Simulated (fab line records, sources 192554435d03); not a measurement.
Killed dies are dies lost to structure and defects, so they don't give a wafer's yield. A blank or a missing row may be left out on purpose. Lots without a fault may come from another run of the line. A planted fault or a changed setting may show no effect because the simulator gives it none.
Chamber matching | flow n5_finfet | N5_BEOL_M2_ETCH_77 on rie_diel-01: 4 sister chambers
The step etches underlayer in N2/H2, target depth 6.5 nm, time 5.2 s. 20 wafers are shown with their chamber, then 10 later ones without.

WAFERS WITH THEIR CHAMBER
wafer  | chamber | showerhead_plenum_p_Torr (Torr) | drypump_motor_current_A (A) | etch_rf_on_time_s (s)
L074.1 | 2       | 2.72                            | 5.3                         | 5.03
L074.3 | 3       | 2.61                            | 6.5                         | 5.13
L074.6 | 1       | 2.38                            | 5.8                         | 5.21
L076.1 | 3       | 2.61                            | 6.5                         | 5.15
L076.3 | 2       | 2.71                            | 5.2                         | 4.94
L076.6 | 1       | 2.38                            | 5.8                         | 5.20
L078.2 | 0       | 2.66                            | 6.3                         | 5.33
L078.4 | 3       | 2.61                            | 6.6                         | 5.10
L078.5 | 0       | 2.66                            | 6.4                         | 5.27
L080.2 | 0       | 2.66                            | 6.3                         | 5.26
L080.4 | 0       | 2.66                            | 6.4                         | 5.31
L080.5 | 2       | 2.71                            | 5.3                         | 4.98
L081.1 | 2       | 2.71                            | 5.3                         | 4.94
L081.4 | 2       | 2.71                            | 5.2                         | 4.92
L081.5 | 0       | 2.66                            | 6.3                         | 5.32
L082.1 | 2       | 2.71                            | 5.2                         | 4.94
L082.3 | 0       | 2.66                            | 6.3                         | 5.28
L082.5 | 1       | 2.38                            | 5.8                         | 5.23
L086.1 | 3       | 2.60                            | 6.6                         | 4.99
L086.3 | 2       | 2.70                            | 5.1                         | 5.01

SIGNATURES (means of the wafers above)
reading                  | chamber 0 | chamber 1 | chamber 2 | chamber 3 | scatter within a chamber
showerhead_plenum_p_Torr | 2.6600    | 2.3800    | 2.7100    | 2.6075    | 0.00415
drypump_motor_current_A  | 6.333     | 5.800     | 5.229     | 6.550     | 0.06
etch_rf_on_time_s        | 5.2950    | 5.2133    | 4.9657    | 5.0925    | 0.0435
Rule: a wafer's distance from a chamber is the root of the sum, over the readings, of the square of ((its reading less the chamber's mean) divided by the reading's scatter). The wafer belongs to the nearest chamber; if the next one is less than 2 further off, it can't be placed. The scatter: the root of (the sum of the squares of (reading less its chamber's mean) over the shown wafers, divided by (wafers less chambers)).

WAFERS WITHOUT THEIR CHAMBER
wafer  | showerhead_plenum_p_Torr (Torr) | drypump_motor_current_A (A) | etch_rf_on_time_s (s)
L086.4 | 2.65                            | 6.3                         | 5.33
L091.3 | 2.65                            | 6.3                         | 5.35
L091.4 | 2.70                            | 5.2                         | 4.95
L091.6 | 2.65                            | 6.3                         | 5.29
L090.1 | 2.70                            | 5.2                         | 5.04
L090.3 | 2.69                            | 5.8                         | 5.11
L090.5 | 2.69                            | 5.8                         | 5.10
L097.1 | 2.64                            | 6.3                         | 5.40
L097.2 | 2.59                            | 6.6                         | 5.01
L097.3 | 2.69                            | 5.8                         | 5.14

WHICH CHAMBER EACH WENT THROUGH
wafer  | from the rows above     | in truth
L086.4 | 0                       | 0
L091.3 | 0                       | 0
L091.4 | 2                       | 2
L091.6 | 0                       | 0
L090.1 | 2                       | 2
L090.3 | can't be placed: 2 or 0 | 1
L090.5 | can't be placed: 2 or 0 | 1
L097.1 | 0                       | 0
L097.2 | 3                       | 3
L097.3 | can't be placed: 2 or 0 | 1
Placed correctly: 7 of 10. Can't be placed from these rows: 3 (the true chamber is among the candidates in 0). Placed wrongly: 0.
